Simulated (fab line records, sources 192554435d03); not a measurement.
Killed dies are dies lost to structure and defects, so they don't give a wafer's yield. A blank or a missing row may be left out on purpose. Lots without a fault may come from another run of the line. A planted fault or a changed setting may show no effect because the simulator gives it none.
Which tool did it? | flow n5_finfet | 24 lots, 72 wafers sampled, at 6 steps of a route of 1938

WHAT THE GAUGES READ, wafer by wafer
N5_MOL_CONTACT_COAG_INSPECT_97: inspects for defects (darkfield).
lot  | measured     | on                | raw_defect_count
L074 | day 5 10:43  | defect_inspect-02 | 56 33 51
L075 | day 5 17:08  | defect_inspect-01 | 39 30 35
L076 | day 5 22:32  | defect_inspect-02 | 41 57 51
L077 | day 6 04:57  | defect_inspect-02 | 47 36 16
L078 | day 6 08:43  | defect_inspect-02 | 70 62 37
L079 | day 6 18:14  | defect_inspect-02 | 25 33 61
L080 | day 6 21:45  | defect_inspect-02 | 59 77 67
L081 | day 7 04:19  | defect_inspect-02 | 24 62 81
L082 | day 7 09:02  | defect_inspect-02 | 35 53 52
L083 | day 7 20:37  | defect_inspect-02 | 40 39 20
L084 | day 7 23:37  | defect_inspect-02 | 78 54 65
L085 | day 8 03:58  | defect_inspect-01 | 66 53 35
L086 | day 8 09:19  | defect_inspect-01 | 62 28 47
L087 | day 8 14:59  | defect_inspect-02 | 43 60 46
L088 | day 8 18:56  | defect_inspect-02 | 31 22 22
L089 | day 9 04:59  | defect_inspect-02 | 38 45 32
L090 | day 9 16:23  | defect_inspect-01 | 15 16 23
L091 | day 9 19:23  | defect_inspect-02 | 49 49 25
L092 | day 9 22:24  | defect_inspect-02 | 35 29 33
L093 | day 10 06:47 | defect_inspect-01 | 20 29 59
L094 | day 10 14:07 | defect_inspect-01 | 30 24 49
L095 | day 10 19:10 | defect_inspect-02 | 51 40 61
L096 | day 11 04:38 | defect_inspect-02 | 35 29 44
L097 | day 11 12:52 | defect_inspect-02 | 53 61 65

N5_BEOL_M0_SAQP_OVL_MEAS_15.
lot  | measured     | on         | M0_CORE_OVL (nm)
L074 | day 5 13:19  | overlay-02 | 0.6 -1.1 -0.5
L075 | day 5 19:12  | overlay-01 | 0.0 0.5 1.5
L076 | day 6 00:22  | overlay-02 | 0.3 0.9 -0.3
L077 | day 6 06:32  | overlay-01 | 0.5 0.6 1.5
L078 | day 6 11:34  | overlay-02 | 1.4 0.6 0.9
L079 | day 6 19:59  | overlay-01 | -0.1 -0.1 -0.1
L080 | day 7 00:13  | overlay-01 | 1.4 1.4 1.4
L081 | day 7 08:00  | overlay-01 | 1.5 0.8 1.7
L082 | day 7 11:32  | overlay-02 | -0.1 0.4 0.7
L083 | day 7 22:41  | overlay-01 | 0.4 -0.4 0.2
L084 | day 8 01:59  | overlay-01 | 0.3 0.2 0.2
L085 | day 8 05:58  | overlay-02 | 0.6 0.5 2.3
L086 | day 8 12:20  | overlay-01 | 0.2 0.0 0.3
L087 | day 8 17:00  | overlay-01 | -0.5 0.0 -0.1
L088 | day 8 22:27  | overlay-01 | 0.9 1.7 0.5
L089 | day 9 06:55  | overlay-02 | 0.4 0.6 0.9
L090 | day 9 18:04  | overlay-01 | 0.3 0.1 0.4
L091 | day 9 21:41  | overlay-02 | 1.4 1.1 1.6
L092 | day 9 23:46  | overlay-02 | 0.5 0.6 0.6
L093 | day 10 08:29 | overlay-01 | 0.0 0.9 0.4
L094 | day 10 15:38 | overlay-02 | 0.9 1.0 0.9
L095 | day 10 20:55 | overlay-01 | -0.5 -0.1 -0.3
L096 | day 11 07:38 | overlay-01 | 1.2 0.3 1.3
L097 | day 11 14:12 | overlay-01 | 0.0 0.3 -0.7

N5_BEOL_M0_SAQP_INSPECT_16: inspects for defects (brightfield).
lot  | measured     | on                | raw_defect_count
L074 | day 5 13:20  | defect_inspect-02 | 318 248 356
L075 | day 5 19:14  | defect_inspect-02 | 533 693 518
L076 | day 6 00:23  | defect_inspect-02 | 305 382 339
L077 | day 6 06:34  | defect_inspect-01 | 378 465 380
L078 | day 6 11:36  | defect_inspect-02 | 568 446 322
L079 | day 6 20:01  | defect_inspect-02 | 540 423 447
L080 | day 7 00:14  | defect_inspect-02 | 484 539 578
L081 | day 7 08:01  | defect_inspect-01 | 443 483 314
L082 | day 7 11:34  | defect_inspect-02 | 624 762 597
L083 | day 7 22:43  | defect_inspect-01 | 276 290 356
L084 | day 8 02:01  | defect_inspect-01 | 217 357 261
L085 | day 8 05:59  | defect_inspect-02 | 305 457 395
L086 | day 8 12:21  | defect_inspect-02 | 391 399 553
L087 | day 8 17:01  | defect_inspect-01 | 418 495 398
L088 | day 8 22:28  | defect_inspect-02 | 425 371 500
L089 | day 9 06:56  | defect_inspect-02 | 547 539 547
L090 | day 9 18:05  | defect_inspect-01 | 486 440 500
L091 | day 9 21:43  | defect_inspect-02 | 399 342 441
L092 | day 9 23:47  | defect_inspect-02 | 617 468 441
L093 | day 10 08:31 | defect_inspect-01 | 364 271 472
L094 | day 10 15:40 | defect_inspect-01 | 421 366 400
L095 | day 10 20:56 | defect_inspect-01 | 700 535 499
L096 | day 11 07:39 | defect_inspect-01 | 311 516 271
L097 | day 11 14:14 | defect_inspect-02 | 490 413 470

WHICH TOOL RAN EACH LOT (tool, then ch and the chambers of the sampled wafers, then the start)
lot  | N5_MOL_CONTACT_COAG_ETCH_66        | N5_MOL_CONTACT_COAG_ETCHBACK_134   | N5_MOL_CONTACT_COAG_CVD_140
L074 | rie_diel-05 ch 0,2,3, day 5 05:47  | rie_diel-03 ch 1,2, day 5 06:05    | cvd_w-02 ch 0,1, day 5 07:01
L075 | rie_diel-05 ch 0,2,3, day 5 12:34  | rie_diel-05 ch 0,1,2, day 5 12:49  | cvd_w-02 ch 0,1, day 5 13:28
L076 | rie_diel-06 ch 2,3, day 5 17:53    | rie_diel-03 ch 2,3, day 5 18:13    | cvd_w-02 ch 0,1, day 5 18:51
L077 | rie_diel-06 ch 0,3, day 6 00:00    | rie_diel-03 ch 1,2,3, day 6 00:26  | cvd_w-02 ch 0,1, day 6 01:09
L078 | rie_diel-06 ch 0,1,3, day 6 03:58  | rie_diel-05 ch 0,2, day 6 04:25    | cvd_w-02 ch 0,1, day 6 05:03
L079 | rie_diel-06 ch 0,1,3, day 6 13:17  | rie_diel-03 ch 1,2, day 6 13:52    | cvd_w-02 ch 0,1, day 6 14:35
L080 | rie_diel-05 ch 1,2,3, day 6 16:59  | rie_diel-05 ch 1,3, day 6 17:19    | cvd_w-02 ch 0,1, day 6 18:08
L081 | rie_diel-06 ch 0,2,3, day 6 23:40  | rie_diel-03 ch 0,3, day 6 23:59    | cvd_w-01 ch 0,1, day 7 00:38
L082 | rie_diel-06 ch 0,3, day 7 04:26    | rie_diel-03 ch 0,1,2, day 7 04:41  | cvd_w-02 ch 0,1, day 7 05:20
L083 | rie_diel-03 ch 0,1,3, day 7 15:57  | rie_diel-05 ch 0,3, day 7 16:13    | cvd_w-01 ch 0,1, day 7 16:51
L084 | rie_diel-06 ch 0,1,3, day 7 17:31  | rie_diel-03 ch 0,1,2, day 7 17:50  | cvd_w-01 ch 0,1, day 7 18:28
L085 | rie_diel-03 ch 2,3, day 7 23:23    | rie_diel-03 ch 0,1,2, day 7 23:38  | cvd_w-02 ch 0,1, day 8 00:17
L086 | rie_diel-06 ch 0,2, day 8 04:23    | rie_diel-03 ch 0,2,3, day 8 04:58  | cvd_w-02 ch 0,1, day 8 05:37
L087 | rie_diel-03 ch 1,2, day 8 10:21    | rie_diel-06 ch 0,1, day 8 10:37    | cvd_w-02 ch 0,1, day 8 11:15
L088 | rie_diel-06 ch 1,2,3, day 8 14:22  | rie_diel-03 ch 0,2,3, day 8 14:37  | cvd_w-02 ch 0,1, day 8 15:16
L089 | rie_diel-05 ch 1,3, day 9 00:14    | rie_diel-03 ch 0,2,3, day 9 00:41  | cvd_w-02 ch 0,1, day 9 01:19
L090 | rie_diel-06 ch 2,3, day 9 11:29    | rie_diel-03 ch 1,2, day 9 12:04    | cvd_w-01 ch 0,1, day 9 12:41
L091 | rie_diel-05 ch 1,2,3, day 9 12:11  | rie_diel-05 ch 1,3, day 9 12:29    | cvd_w-02 ch 0,1, day 9 13:08
L092 | rie_diel-06 ch 1,2,3, day 9 14:46  | rie_diel-05 ch 2,3, day 9 15:21    | cvd_w-02 ch 0,1, day 9 16:05
L093 | rie_diel-03 ch 1,2, day 10 01:52   | rie_diel-05 ch 0,1,3, day 10 02:09 | cvd_w-02 ch 1, day 10 02:53
L094 | rie_diel-03 ch 0,1, day 10 09:23   | rie_diel-06 ch 0,1,3, day 10 09:47 | cvd_w-01 ch 0,1, day 10 10:26
L095 | rie_diel-06 ch 1,2, day 10 14:29   | rie_diel-06 ch 2,3, day 10 14:50   | cvd_w-01 ch 0,1, day 10 15:29
L096 | rie_diel-03 ch 1,3, day 10 23:29   | rie_diel-05 ch 1,2,3, day 11 00:17 | cvd_w-01 ch 0,1, day 11 00:57
L097 | rie_diel-06 ch 0,2,3, day 11 05:23 | rie_diel-03 ch 1,2, day 11 05:54   | cvd_w-02 ch 0,1, day 11 06:52
- N5_MOL_CONTACT_COAG_ETCH_66: etches SiARC in CF4, target depth 13 nm, time 21.7 s.
- N5_MOL_CONTACT_COAG_ETCHBACK_134: etches SiO2 in CHF3, target depth 10 nm, time 6.7 s.
- N5_MOL_CONTACT_COAG_CVD_140: deposits W, target thk 66.5 nm, time 215 s.

WHAT THE TOOLS THEMSELVES READ (means of the sampled wafers that have a number; where no wafer has one, the mark that the record gives instead)
N5_MOL_CONTACT_COAG_ETCH_66.
lot  | tool        | drypump_motor_current_A (A) | etch_rf_on_time_s (s) | oes_product_au (a.u.) | rf_vpp_V (V) | showerhead_plenum_p_Torr (Torr) | throttle_valve_pct (%)
L074 | rie_diel-05 | 5.53                        | 21.9                  | 0.70                  | 184.6        | 2.19                            | 15.58
L075 | rie_diel-05 | 5.54                        | 22.0                  | 0.70                  | 184.2        | 2.19                            | 15.58
L076 | rie_diel-06 | 5.31                        | 21.5                  | 0.67                  | 184.1        | 2.15                            | 15.55
L077 | rie_diel-06 | 5.40                        | 21.7                  | 0.68                  | 183.9        | 2.12                            | 15.68
L078 | rie_diel-06 | 5.56                        | 21.6                  | 0.69                  | 183.7        | 2.13                            | 15.52
L079 | rie_diel-06 | 5.57                        | 21.7                  | 0.68                  | 183.8        | 2.13                            | 15.53
L080 | rie_diel-05 | 5.68                        | 22.0                  | 0.67                  | 183.8        | 2.17                            | 15.60
L081 | rie_diel-06 | 5.38                        | 21.7                  | 0.65                  | 183.8        | 2.11                            | 15.62
L082 | rie_diel-06 | 5.40                        | 21.6                  | 0.67                  | 184.2        | 2.12                            | 15.70
L083 | rie_diel-03 | 5.40                        | 21.7                  | 0.71                  | 184.0        | 2.16                            | 15.51
L084 | rie_diel-06 | 5.58                        | 21.6                  | 0.67                  | 184.3        | 2.12                            | 15.55
L085 | rie_diel-03 | 5.39                        | 21.9                  | 0.71                  | 184.3        | 2.11                            | 15.72
L086 | rie_diel-06 | 5.35                        | 21.8                  | 0.62                  | 182.4        | 2.10                            | 15.55
L087 | rie_diel-03 | 5.48                        | 21.7                  | 0.72                  | 183.8        | 2.11                            | 15.34
L088 | rie_diel-06 | 5.48                        | 21.5                  | 0.66                  | 184.1        | 2.15                            | 15.46
L089 | rie_diel-05 | 5.58                        | 21.4                  | 0.78                  | 183.9        | 2.19                            | 15.43
L090 | rie_diel-06 | 5.32                        | 21.7                  | 0.65                  | 184.3        | 2.14                            | 15.62
L091 | rie_diel-05 | 5.68                        | 22.1                  | 0.72                  | 184.6        | 2.17                            | 15.48
L092 | rie_diel-06 | 5.48                        | 21.7                  | 0.65                  | 184.7        | 2.15                            | 15.47
L093 | rie_diel-03 | 5.49                        | 21.7                  | 0.70                  | 183.7        | 2.11                            | 15.37
L094 | rie_diel-03 | 5.44                        | 21.7                  | 0.69                  | 184.0        | 2.16                            | 15.36
L095 | rie_diel-06 | 5.68                        | 21.7                  | 0.64                  | 184.0        | 2.15                            | 15.33
L096 | rie_diel-03 | 5.37                        | 21.5                  | 0.73                  | 184.2        | 2.17                            | 15.40
L097 | rie_diel-06 | 5.39                        | 21.7                  | 0.63                  | 183.0        | 2.10                            | 15.68

N5_MOL_CONTACT_COAG_ETCHBACK_134.
lot  | tool        | drypump_motor_current_A (A) | oes_ar_750_au (a.u.) | oes_product_au (a.u.) | rf_vpp_V (V) | showerhead_plenum_p_Torr (Torr) | throttle_valve_pct (%)
L074 | rie_diel-03 | 5.54                        | 0.83                 | 0.84                  | 523          | 2.28                            | 18.57
L075 | rie_diel-05 | 5.52                        | 0.74                 | 0.73                  | 527          | 2.43                            | 18.81
L076 | rie_diel-03 | 5.40                        | 0.84                 | 0.86                  | 524          | 2.35                            | 18.83
L077 | rie_diel-03 | 5.44                        | 0.86                 | 0.86                  | 525          | 2.35                            | 18.62
L078 | rie_diel-05 | 5.38                        | 0.75                 | 0.75                  | 524          | 2.44                            | 18.86
L079 | rie_diel-03 | 5.50                        | 0.87                 | 0.87                  | 526          | 2.35                            | 18.44
L080 | rie_diel-05 | 5.56                        | 0.78                 | 0.77                  | 528          | 2.44                            | 18.81
L081 | rie_diel-03 | 5.36                        | 0.82                 | 0.84                  | 525          | 2.41                            | 18.82
L082 | rie_diel-03 | 5.50                        | 0.80                 | 0.80                  | 525          | 2.33                            | 18.57
L083 | rie_diel-05 | 5.28                        | 0.81                 | 0.80                  | 522          | 2.46                            | 18.84
L084 | rie_diel-03 | 5.49                        | 0.79                 | 0.80                  | 525          | 2.33                            | 18.59
L085 | rie_diel-03 | 5.49                        | 0.80                 | 0.79                  | 525          | 2.33                            | 18.58
L086 | rie_diel-03 | 5.46                        | 0.78                 | 0.79                  | 523          | 2.33                            | 18.79
L087 | rie_diel-06 | 5.65                        | 0.76                 | 0.76                  | 524          | 2.32                            | 18.72
L088 | rie_diel-03 | 5.46                        | 0.78                 | 0.78                  | 523          | 2.33                            | 18.81
L089 | rie_diel-03 | 5.45                        | 0.77                 | 0.77                  | 523          | 2.33                            | 18.81
L090 | rie_diel-03 | 5.54                        | 0.78                 | 0.79                  | 522          | 2.27                            | 18.64
L091 | rie_diel-05 | 5.61                        | 0.90                 | 0.90                  | 526          | 2.42                            | 18.57
L092 | rie_diel-05 | 5.71                        | 0.83                 | 0.83                  | 526          | 2.40                            | 18.59
L093 | rie_diel-05 | 5.42                        | 0.86                 | 0.84                  | 524          | 2.44                            | 18.73
L094 | rie_diel-06 | 5.57                        | 0.77                 | 0.77                  | 526          | 2.36                            | 18.71
L095 | rie_diel-06 | 5.30                        | 0.73                 | 0.73                  | 529          | 2.37                            | 18.65
L096 | rie_diel-05 | 5.69                        | 0.84                 | 0.83                  | 528          | 2.40                            | 18.60
L097 | rie_diel-03 | 5.56                        | 0.77                 | 0.77                  | 522          | 2.26                            | 18.65

N5_MOL_CONTACT_COAG_CVD_140.
lot  | tool     | heater_power_w (W)
L074 | cvd_w-02 | 495
L075 | cvd_w-02 | 502
L076 | cvd_w-02 | 501
L077 | cvd_w-02 | 508
L078 | cvd_w-02 | 501
L079 | cvd_w-02 | 527
L080 | cvd_w-02 | 532
L081 | cvd_w-01 | 429
L082 | cvd_w-02 | 502
L083 | cvd_w-01 | 432
L084 | cvd_w-01 | 473
L085 | cvd_w-02 | 500
L086 | cvd_w-02 | 541
L087 | cvd_w-02 | 500
L088 | cvd_w-02 | 502
L089 | cvd_w-02 | 529
L090 | cvd_w-01 | 424
L091 | cvd_w-02 | 502
L092 | cvd_w-02 | 501
L093 | cvd_w-02 | 570
L094 | cvd_w-01 | 427
L095 | cvd_w-01 | 471
L096 | cvd_w-01 | 431
L097 | cvd_w-02 | 542

THE ANSWER, worked out from the rows above alone
Rule: what is usual is taken from the lots themselves. Put in order of their means at a reading, lots are off if they are a third of the lots or fewer, leave a main group of 4 or more, and stand apart from it by a gap of 3 or more times the standard deviation of the main group's means; of several such gaps the widest counts. A main group whose means are all the same, to the digits that the tables above print for the reading, isn't used. A lot without any number at a reading at which 4 lots or more have one is off too. The other lots that the step has rows for count as sound. The gauges are gone through in route order, then the tools' own readings, and for those a lot's mean is taken as printed above. The first step at which some lot is off is used, and at that step the reading that is off furthest; a lot without a number counts as furthest.
No lot is off at any reading shown: from this, nothing can be told.

WHAT THE SIMULATOR HAD PUT IN
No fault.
